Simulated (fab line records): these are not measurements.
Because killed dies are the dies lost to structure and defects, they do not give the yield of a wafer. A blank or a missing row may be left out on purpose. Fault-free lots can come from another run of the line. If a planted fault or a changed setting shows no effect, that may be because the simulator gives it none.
Lot-split experiment ; flow n5_finfet ; on a route of 1938 steps: 7 lots, 39 wafers read

THE SPLIT ITSELF
At N5_BEOL_M5_PECVD_70 (deposits SiO2 from TEOS/O2, target thk 16 nm, time 18 s), the setting time_s was moved away from the recipe's 18 s on 15 of the 39 wafers read, by -50.1% to +37.2%. This setting was run at the recipe's value on the other wafers.

The reading is taken at the split's own step.

THE READING
SiO2_of_BEOL_M5_PECVD_70.thk_nm (the simulator's own value, which no gauge read), in nm, at N5_BEOL_M5_PECVD_70 (deposits SiO2 from TEOS/O2, target thk 16 nm, time 18 s). There is no usual value for it anywhere in the file. The 24 wafers here that ran the recipe average 15.9 nm, standard deviation 0.19 nm.

wafer;tool, chamber at the split;time_s as run, s;against the recipe;SiO2_of_BEOL_M5_PECVD_70.thk_nm, nm;against lot-mates on the recipe
L075.1;pecvd-04, 0;18;recipe;15.6;-
L075.4;pecvd-04, 0;18;recipe;15.6;-
L075.2;pecvd-04, 1,2;8.981;-50.1%;8;-7.7
L075.5;pecvd-04, 1,2;8.981;-50.1%;8;-7.7
L075.3;pecvd-04, 2;18;recipe;15.8;-
L075.6;pecvd-04, 1;8.981;-50.1%;8.2;-7.5
L081.1;pecvd-03, 2,1;18;recipe;16;-
L081.2;pecvd-03, 2,1;18;recipe;16;-
L081.3;pecvd-03, 0,2;18;recipe;15.8;-
L081.4;pecvd-03, 0,2;18;recipe;15.8;-
L081.5;pecvd-03, 0,1;18;recipe;16.2;-
L081.6;pecvd-03, 0,1;18;recipe;16.2;-
L082.1;pecvd-04, 0,2;18;recipe;15.8;-
L082.3;pecvd-04, 0,2;18;recipe;15.8;-
L082.2;pecvd-04, 1;12.84;-28.7%;11.4;-4.5
L082.4;pecvd-04, 0;12.84;-28.7%;11.8;-4.1
L082.5;pecvd-04, 1;18;recipe;16;-
L082.6;pecvd-04, 2;12.84;-28.7%;11.6;-4.3
L084.3;pecvd-01, 1;18;recipe;15.8;-
L084.5;pecvd-01, 2,0;18;recipe;16;-
L084.6;pecvd-01, 2,0;18;recipe;16;-
L087.1;pecvd-04, 1;24.69;+37.2%;21.6;+5.7
L087.2;pecvd-04, 2;18;recipe;15.6;-
L087.3;pecvd-04, 0;18;recipe;15.8;-
L087.4;pecvd-04, 2,0;24.69;+37.2%;22;+6.1
L087.5;pecvd-04, 2,0;24.69;+37.2%;22;+6.1
L087.6;pecvd-04, 1;18;recipe;16.2;-
L096.1;pecvd-01, 2;21.33;+18.5%;18.2;+2.5
L096.2;pecvd-01, 0;21.33;+18.5%;18.4;+2.7
L096.3;pecvd-01, 1,0;18;recipe;15.8;-
L096.6;pecvd-01, 1,0;18;recipe;15.8;-
L096.4;pecvd-01, 1;21.33;+18.5%;18.8;+3.1
L096.5;pecvd-01, 2;18;recipe;15.6;-
L097.1;pecvd-01, 0;18;recipe;15.8;-
L097.2;pecvd-01, 2;18;recipe;15.6;-
L097.3;pecvd-01, 1;24.3;+35.0%;21.2;+5.4
L097.4;pecvd-01, 1;24.3;+35.0%;21.6;+5.8
L097.5;pecvd-01, 2;18;recipe;16;-
L097.6;pecvd-01, 0;24.3;+35.0%;21.4;+5.6
Rows listing several chambers each stand for several wafers; the file does not say which wafer went through which chamber.

THE FIT
A straight line over all 39 wafers: SiO2_of_BEOL_M5_PECVD_70.thk_nm changes by +0.156 nm for each +1% of time_s; r = +1.00; the points scatter about the line by 0.22 nm.
The same after taking each lot's own level away (the mean of its wafers on the recipe; 39 wafers): +0.155 nm for each +1%; r = +1.00; scatter 0.2 nm.
On that fit, the largest move of time_s shifts the reading by 7.8 nm.
From 15.67 to 16.00 nm: that is the span of the lots' own levels, equal to 1.8 times the standard deviation above.
Consequently the slope shifts little with the lot-to-lot level, the two slopes agreeing.
Check: with one of the wafers moved furthest among these (-50.1%) left out of the fit, the line predicts -7.71 nm for it against its lot-mates. It came out at -7.67 nm against them.

ADDITIONAL SPLITS CARRIED BY THESE WAFERS
Note: prior to the reading, these wafers also went through further splits. Each is held against what the fit with the lots' levels taken away leaves over:
other split on the same wafers;wafers away from the commonest value;r with SiO2_of_BEOL_M5_PECVD_70.thk_nm (lot level and that fit taken away)
N5_SPACER0_ALD_00 ald_cycles;15;-0.12
N5_MOL_CONTACT_COAG_CONTACT_ETCH_14 time_s;12;-0.10
N5_MOL_CONTACT_COAG_ETCH_124 target_depth_a;18;-0.15
N5_BEOL_M2_ILD_DEP_00 time_s;18;+0.21

THE FILE'S OWN FIT
SiO2_of_BEOL_M5_PECVD_70.thk_nm changes by +0.155 nm for each +1% of time_s, r = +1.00.
